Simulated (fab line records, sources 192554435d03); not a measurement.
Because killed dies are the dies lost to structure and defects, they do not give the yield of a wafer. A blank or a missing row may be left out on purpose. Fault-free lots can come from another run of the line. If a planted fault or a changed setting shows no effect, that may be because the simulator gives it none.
Matching of chambers	flow n5_finfet	N5_BEOL_M13_ETCH_68 on rie_diel-06: 4 sister chambers
The step etches SOC in N2/H2, time 355 s. 16 wafers are shown with their chamber, then 8 later ones without.

WAFERS WITH THEIR CHAMBER
wafer	chamber	showerhead_plenum_p_Torr (Torr)	drypump_motor_current_A (A)	throttle_valve_pct (%)
L075.1	0	2.51	5.79	18.04
L075.2	2	2.64	5.37	17.78
L075.3	3	2.67	5.91	17.32
L077.2	1	2.50	5.31	17.93
L077.3	2	2.64	5.42	17.78
L077.5	0	2.51	5.79	18.03
L085.1	0	2.51	5.79	17.62
L085.5	0	2.51	5.79	17.63
L085.6	1	2.50	5.36	17.95
L089.1	3	2.66	5.88	17.36
L089.3	2	2.63	5.46	17.85
L089.4	1	2.50	5.31	17.96
L086.1	1	2.50	5.30	17.96
L086.2	0	2.50	5.78	17.64
L086.4	3	2.66	5.90	17.37
L092.2	2	2.63	5.45	17.86

SIGNATURES, as means of the wafers listed above
reading	chamber 0	chamber 1	chamber 2	chamber 3	scatter within a chamber
showerhead_plenum_p_Torr	2.5080	2.5000	2.6350	2.6633	0.00453
drypump_motor_current_A	5.7880	5.3200	5.4250	5.8967	0.0252
throttle_valve_pct	17.7920	17.9500	17.8175	17.3500	0.131
Rule: distance of a wafer from a chamber = root of the sum over the readings of ((wafer's reading minus chamber's mean) / reading's scatter) squared. The wafer belongs to the nearest chamber; if the next one is less than 2 further off, it can't be placed. The scatter: take each reading less its chamber's mean, square it, sum over the shown wafers, divide by the number of wafers less the number of chambers, and take the root.

WAFERS WITHOUT THEIR CHAMBER
wafer	showerhead_plenum_p_Torr (Torr)	drypump_motor_current_A (A)	throttle_valve_pct (%)
L092.4	2.63	5.43	17.85
L092.6	2.63	5.43	17.85
L094.1	2.66	5.88	17.38
L094.2	2.50	5.77	17.65
L094.6	2.50	5.77	17.65
L097.1	2.65	5.92	17.40
L097.2	2.49	5.30	17.52
L097.3	2.50	5.81	17.65

WHICH CHAMBER EACH WENT THROUGH
wafer	from the rows above	in truth
L092.4	2	2
L092.6	2	2
L094.1	3	3
L094.2	0	0
L094.6	0	0
L097.1	3	3
L097.2	1	1
L097.3	0	0
Correctly placed: 8 of 8. Not placeable from these rows: 0. Placed wrongly: 0.
